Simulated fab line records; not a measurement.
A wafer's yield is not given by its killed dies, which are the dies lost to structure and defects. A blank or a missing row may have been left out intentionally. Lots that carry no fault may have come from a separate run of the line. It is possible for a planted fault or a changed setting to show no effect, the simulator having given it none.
Which of the tools did it? :: flow n5_finfet :: Sampling: 11 lots, 33 wafers, 3 of 1938 route steps

== WHAT THE GAUGES READ, wafer by wafer ==
N5_PASSIVATION_OVL_MEAS_66. Usual: for PASS_OPEN_OVL the level is 0 nm and the standard deviation is 6.
lot: L666
measured: day 12 21:34
on: overlay-02
PASS_OPEN_OVL (nm): -9 -5 6
flag: 

lot: L667
measured: day 13 09:17
on: overlay-02
PASS_OPEN_OVL (nm): -5 -11 3
flag: 

lot: L665
measured: day 13 10:48
on: overlay-01
PASS_OPEN_OVL (nm): -5 -11 -10
flag: 

lot: L664
measured: day 14 16:40
on: overlay-01
PASS_OPEN_OVL (nm): 4 8 6
flag: 

lot: L669
measured: day 14 01:28
on: overlay-02
PASS_OPEN_OVL (nm): 7 5 8
flag: 

lot: L672
measured: day 14 17:50
on: overlay-01
PASS_OPEN_OVL (nm): 3 7 4
flag: 

lot: L681
measured: day 17 07:04
on: overlay-02
PASS_OPEN_OVL (nm): 9 6 7
flag: 

lot: L683
measured: day 18 05:05
on: overlay-02
PASS_OPEN_OVL (nm): 3 -5 1
flag: 

lot: L684
measured: day 18 17:32
on: overlay-01
PASS_OPEN_OVL (nm): -8 -2 -11
flag: 

lot: L685
measured: day 18 17:22
on: overlay-01
PASS_OPEN_OVL (nm): -10 1 -6
flag: 

lot: L687
measured: day 18 21:32
on: overlay-02
PASS_OPEN_OVL (nm): 6 4 -1
flag: 

== EACH LOT AND THE TOOL THAT RAN IT (in order: tool; ch and the chambers of the sampled wafers; start) ==
lot: L666
N5_BEOL_M6_ECD_50: ecd_cu-02 ch 0,1, day 9 15:33
N5_MIM_BOT_ETCH_ETCH_03: rie_metal-01 ch 0,1, day 12 15:37

lot: L667
N5_BEOL_M6_ECD_50: ecd_cu-02 ch 1, day 9 19:57
N5_MIM_BOT_ETCH_ETCH_03: rie_metal-02 ch 0,1, day 12 23:59

lot: L665
N5_BEOL_M6_ECD_50: ecd_cu-01 ch 0, day 9 23:25
N5_MIM_BOT_ETCH_ETCH_03: rie_metal-03 ch 0,1, day 13 03:53

lot: L664
N5_BEOL_M6_ECD_50: ecd_cu-01 ch 0,1, day 10 20:46
N5_MIM_BOT_ETCH_ETCH_03: rie_metal-03 ch 0,1, day 14 11:34

lot: L669
N5_BEOL_M6_ECD_50: ecd_cu-02 ch 0,1, day 10 20:52
N5_MIM_BOT_ETCH_ETCH_03: rie_metal-01 ch 0,1, day 13 20:12

lot: L672
N5_BEOL_M6_ECD_50: ecd_cu-02 ch 0,1, day 11 06:31
N5_MIM_BOT_ETCH_ETCH_03: rie_metal-01 ch 0,1, day 14 11:41

lot: L681
N5_BEOL_M6_ECD_50: ecd_cu-01 ch 0,1, day 13 21:49
N5_MIM_BOT_ETCH_ETCH_03: rie_metal-01 ch 0,1, day 17 01:09

lot: L683
N5_BEOL_M6_ECD_50: ecd_cu-02 ch 0,1, day 14 15:05
N5_MIM_BOT_ETCH_ETCH_03: rie_metal-03 ch 0,1, day 17 23:21

lot: L684
N5_BEOL_M6_ECD_50: ecd_cu-02 ch 0,1, day 15 01:31
N5_MIM_BOT_ETCH_ETCH_03: rie_metal-01 ch 0,1, day 18 10:25

lot: L685
N5_BEOL_M6_ECD_50: ecd_cu-02 ch 0,1, day 15 04:23
N5_MIM_BOT_ETCH_ETCH_03: rie_metal-02 ch 0,1, day 18 10:43

lot: L687
N5_BEOL_M6_ECD_50: ecd_cu-02 ch 0,1, day 15 11:15
N5_MIM_BOT_ETCH_ETCH_03: rie_metal-03 ch 0,1, day 18 16:57
- N5_BEOL_M6_ECD_50: material Cu, target thk 300 nm.
- N5_MIM_BOT_ETCH_ETCH_03: etches the open film in Cl2/BCl3, target depth 12 nm.

== AS READ BY THE TOOLS THEMSELVES (means over the sampled wafers that have a number; for cases with no such wafer, the mark the record gives instead) ==
N5_MIM_BOT_ETCH_ETCH_03. Usual: drypump_motor_current_A 5.9 A, standard deviation 0.49; he_backside_leak_sccm 3.5 sccm, standard deviation 0.38; oes_product_au 0.82 a.u., standard deviation 0.09; throttle_valve_pct 27.7 %, standard deviation 0.32.
lot: L666
tool: rie_metal-01
drypump_motor_current_A (A): 5.9
he_backside_leak_sccm (sccm): 3.7
oes_product_au (a.u.): 0.85
throttle_valve_pct (%): 27.9
flag: 

lot: L667
tool: rie_metal-02
drypump_motor_current_A (A): 5.4
he_backside_leak_sccm (sccm): 3.4
oes_product_au (a.u.): 0.90
throttle_valve_pct (%): 27.4
flag: 

lot: L665
tool: rie_metal-03
drypump_motor_current_A (A): 6.4
he_backside_leak_sccm (sccm): 3.4
oes_product_au (a.u.): 0.81
throttle_valve_pct (%): 27.6
flag: 

lot: L664
tool: rie_metal-03
drypump_motor_current_A (A): 6.4
he_backside_leak_sccm (sccm): 3.4
oes_product_au (a.u.): 0.79
throttle_valve_pct (%): 27.6
flag: 

lot: L669
tool: rie_metal-01
drypump_motor_current_A (A): 5.9
he_backside_leak_sccm (sccm): 3.5
oes_product_au (a.u.): 0.84
throttle_valve_pct (%): 27.9
flag: 

lot: L672
tool: rie_metal-01
drypump_motor_current_A (A): 5.9
he_backside_leak_sccm (sccm): 3.7
oes_product_au (a.u.): 0.84
throttle_valve_pct (%): 27.9
flag: 

lot: L681
tool: rie_metal-01
drypump_motor_current_A (A): 5.9
he_backside_leak_sccm (sccm): 3.7
oes_product_au (a.u.): 0.82
throttle_valve_pct (%): 27.9
flag: 

lot: L683
tool: rie_metal-03
drypump_motor_current_A (A): 6.5
he_backside_leak_sccm (sccm): 3.4
oes_product_au (a.u.): 0.94
throttle_valve_pct (%): 27.6
flag: 

lot: L684
tool: rie_metal-01
drypump_motor_current_A (A): 6.0
he_backside_leak_sccm (sccm): 3.6
oes_product_au (a.u.): 0.82
throttle_valve_pct (%): 27.9
flag: 

lot: L685
tool: rie_metal-02
drypump_motor_current_A (A): 5.2
he_backside_leak_sccm (sccm): 3.7
oes_product_au (a.u.): 0.75
throttle_valve_pct (%): 27.6
flag: 

lot: L687
tool: rie_metal-03
drypump_motor_current_A (A): 6.5
he_backside_leak_sccm (sccm): 3.3
oes_product_au (a.u.): 0.93
throttle_valve_pct (%): 27.6
flag: 

== THE ANSWER, worked out from the rows above alone ==
Rule: a lot is off if the mean of its wafers that have a number lies more than 3 standard deviations from the usual mean. A lot without any number at a reading at which 4 lots or more have one is off too. Where the step has rows for the other lots, those lots are counted as sound. Order of review: gauges by route order, followed by the tools' own readings, for which a lot's mean as printed above is used. The first step at which some lot is off is used, and at that step the reading that is off furthest; a lot without a number counts as furthest.
No lot is off at any reading shown: from this, nothing can be told.

== WHAT WAS PUT IN BY THE SIMULATOR ==
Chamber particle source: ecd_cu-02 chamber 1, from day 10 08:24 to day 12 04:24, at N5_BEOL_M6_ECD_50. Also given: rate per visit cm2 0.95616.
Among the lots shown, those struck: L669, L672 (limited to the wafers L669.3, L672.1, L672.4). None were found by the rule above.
